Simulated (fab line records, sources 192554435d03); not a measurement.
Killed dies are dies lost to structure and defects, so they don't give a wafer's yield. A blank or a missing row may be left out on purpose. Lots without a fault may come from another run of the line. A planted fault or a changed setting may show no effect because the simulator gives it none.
Split-lot experiment | flow n5_finfet | 7 lots, 39 wafers read, on a route of 1938 steps

THE SPLIT
At N5_FIN_SAQP_HM_DEP_03 (deposits SiNx from SiH4/NH3/N2, target thk 38 nm, time 33.6 s), the setting time_s was moved away from the recipe's 33.6 s on 12 of the 39 wafers read, by -51.3% to +53.2%. The other wafers ran this setting at the recipe's value.

FROM THE SPLIT TO THE READING: what the file shows between them, 9 steps
- N5_FIN_SAQP_THK_MEAS_05
- N5_FIN_SAQP_PECVD_47: deposits a-Si from SiH4/He, target thk 45 nm, time 36.3 s
- N5_FIN_SAQP_PECVD_48: deposits SiNx from SiH4/NH3/N2, target thk 25 nm, time 22.1 s
- N5_FIN_SAQP_ETCH_57: etches SiNx in CH3F/O2, target depth 32.5 nm, time 46.4 s
- N5_FIN_SAQP_ETCH_65: etches SiO2 in CF4, target depth 4 nm, time 4.4 s
- N5_FIN_SAQP_MANDREL_ETCH_58: etches a-Si in HBr/Cl2, stops on SiNx, target depth 45 nm, bt time 10 s, time 27 s
- N5_FIN_SAQP_RECESS_63: chemistry HF/NH3, target SiO2, target depth 18 nm, afs cycles 3, sublimation time 60 s
- N5_FIN_SAQP_COAT_68: time 60 s, resist thk 100 nm
- N5_FIN_SAQP_MANDREL2_REMOVE_60: chemistry HBr/Cl2/O2, target a-Si, stops on SiNx, bt time 10 s

THE READING
etch.depth_nm (the simulator's own value, which no gauge read), in nm, at N5_FIN_SAQP_HM_OPEN_33 (chemistry CH3F/O2, target SiNx, target depth 49.4 nm, time 70.6 s). The file gives no usual value for it. The 27 wafers here that ran the recipe average 37.26 nm, standard deviation 0.38 nm.

wafer  | tool, chamber at the split | time_s as run, s | against the recipe | etch.depth_nm, nm | against lot-mates on the recipe
L079.1 | pecvd-01, 2                | 51.47            | +53.2%             | 56.62             | +19.15
L079.2 | pecvd-01, 1                | 33.6             | recipe             | 37.22             | -
L079.3 | pecvd-01, 0                | 51.47            | +53.2%             | 56.57             | +19.10
L079.4 | pecvd-01, 2                | 51.47            | +53.2%             | 57.54             | +20.07
L079.5 | pecvd-01, 1                | 33.6             | recipe             | 38.07             | -
L079.6 | pecvd-01, 0                | 33.6             | recipe             | 37.13             | -
L084.1 | pecvd-04, 0                | 33.6             | recipe             | 37.13             | -
L084.2 | pecvd-04, 2,1              | 33.6             | recipe             | 37.09             | -
L084.3 | pecvd-04, 2,1              | 33.6             | recipe             | 37.09             | -
L084.4 | pecvd-04, 1                | 33.6             | recipe             | 37.53             | -
L084.5 | pecvd-04, 0                | 33.6             | recipe             | 37.38             | -
L084.6 | pecvd-04, 2                | 33.6             | recipe             | 37.51             | -
L085.1 | pecvd-04, 1                | 33.6             | recipe             | 37.12             | -
L085.2 | pecvd-04, 2                | 33.6             | recipe             | 36.8              | -
L085.3 | pecvd-04, 0                | 16.35            | -51.3%             | 17.78             | -19.39
L085.4 | pecvd-04, 0                | 33.6             | recipe             | 37.58             | -
L085.5 | pecvd-04, 2                | 16.35            | -51.3%             | 17.65             | -19.52
L085.6 | pecvd-04, 1                | 16.35            | -51.3%             | 18.63             | -18.54
L092.1 | pecvd-04, 0                | 33.6             | recipe             | 37.03             | -
L092.2 | pecvd-04, 2                | 33.6             | recipe             | 35.97             | -
L092.3 | pecvd-04, 1                | 33.6             | recipe             | 37.06             | -
L092.4 | pecvd-04, 1                | 33.6             | recipe             | 37.26             | -
L092.5 | pecvd-04, 0                | 33.6             | recipe             | 37.61             | -
L092.6 | pecvd-04, 2                | 33.6             | recipe             | 37.59             | -
L094.1 | pecvd-02, 0                | 33.6             | recipe             | 37.13             | -
L094.2 | pecvd-02, 1                | 33.6             | recipe             | 37.43             | -
L094.3 | pecvd-02, 2                | 48.46            | +44.2%             | 53.83             | +16.50
L094.4 | pecvd-02, 1                | 48.46            | +44.2%             | 54.52             | +17.19
L094.5 | pecvd-02, 0                | 48.46            | +44.2%             | 54.89             | +17.56
L094.6 | pecvd-02, 2                | 33.6             | recipe             | 37.43             | -
L095.1 | pecvd-04, 2                | 41.93            | +24.8%             | 46.34             | +8.93
L095.2 | pecvd-04, 0                | 33.6             | recipe             | 37.26             | -
L095.3 | pecvd-04, 1                | 33.6             | recipe             | 37.1              | -
L095.4 | pecvd-04, 1                | 41.93            | +24.8%             | 47                | +9.59
L095.5 | pecvd-04, 2                | 41.93            | +24.8%             | 47.35             | +9.94
L095.6 | pecvd-04, 0                | 33.6             | recipe             | 37.86             | -
L097.1 | pecvd-01, 1                | 33.6             | recipe             | 36.78             | -
L097.2 | pecvd-01, 2                | 33.6             | recipe             | 37.42             | -
L097.5 | pecvd-01, 0                | 33.6             | recipe             | 37.47             | -
Where a row lists several chambers, the file gives one row for several wafers and doesn't say which wafer went through which chamber.

THE FIT
A straight line over all 39 wafers: etch.depth_nm changes by +0.377 nm for each +1% of time_s; r = +1.00; the points scatter about the line by 0.45 nm.
The same after taking each lot's own level away (the mean of its wafers on the recipe; 39 wafers): +0.374 nm for each +1%; r = +1.00; scatter 0.45 nm.
On that fit, the largest move of time_s shifts the reading by 20 nm.
The lots' own levels span 37.087 to 37.473 nm, that is 1.0 times the standard deviation above.
So the lot-to-lot level changes the slope little: the two slopes agree.
Check: with one of the wafers moved furthest among these (+53.2%) left out of the fit, the line predicts +20 nm for it against its lot-mates. It came out at +19.1 nm against them.

THE WHOLE CHAIN: every reading that the file lists as answering this split, in the file's order
step                        | what it does                                                                       | reading                                                                            | change (the file's fit)               | r (the file's)
N5_FIN_SAQP_HM_DEP_03       | deposits SiNx from SiH4/NH3/N2, target thk 38 nm, time 33.6 s                      | SiNx_of_FIN_SAQP_HM_DEP_03.thk_nm (the simulator's own value, which no gauge read) | +0.374 nm for each +1% of the setting | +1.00
N5_FIN_SAQP_THK_MEAS_05     |                                                                                    | thk_nm                                                                             | withheld for each +1% of the setting  | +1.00
N5_FIN_SAQP_MANDREL_ETCH_58 | etches a-Si in HBr/Cl2, stops on SiNx, target depth 45 nm, bt time 10 s, time 27 s | SiNx_of_FIN_SAQP_HM_DEP_03.thk_nm (the simulator's own value, which no gauge read) | +0.375 nm for each +1% of the setting | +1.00
N5_FIN_SAQP_HM_OPEN_33      | chemistry CH3F/O2, target SiNx, target depth 49.4 nm, time 70.6 s                  | etch_rf_on_time_s                                                                  | withheld for each +1% of the setting  | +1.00
N5_FIN_SAQP_HM_OPEN_33      | chemistry CH3F/O2, target SiNx, target depth 49.4 nm, time 70.6 s                  | etch.depth_nm (the simulator's own value, which no gauge read)                     | +0.374 nm for each +1% of the setting | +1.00

THE FILE'S OWN FIT
etch.depth_nm changes by +0.374 nm for each +1% of time_s, r = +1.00.
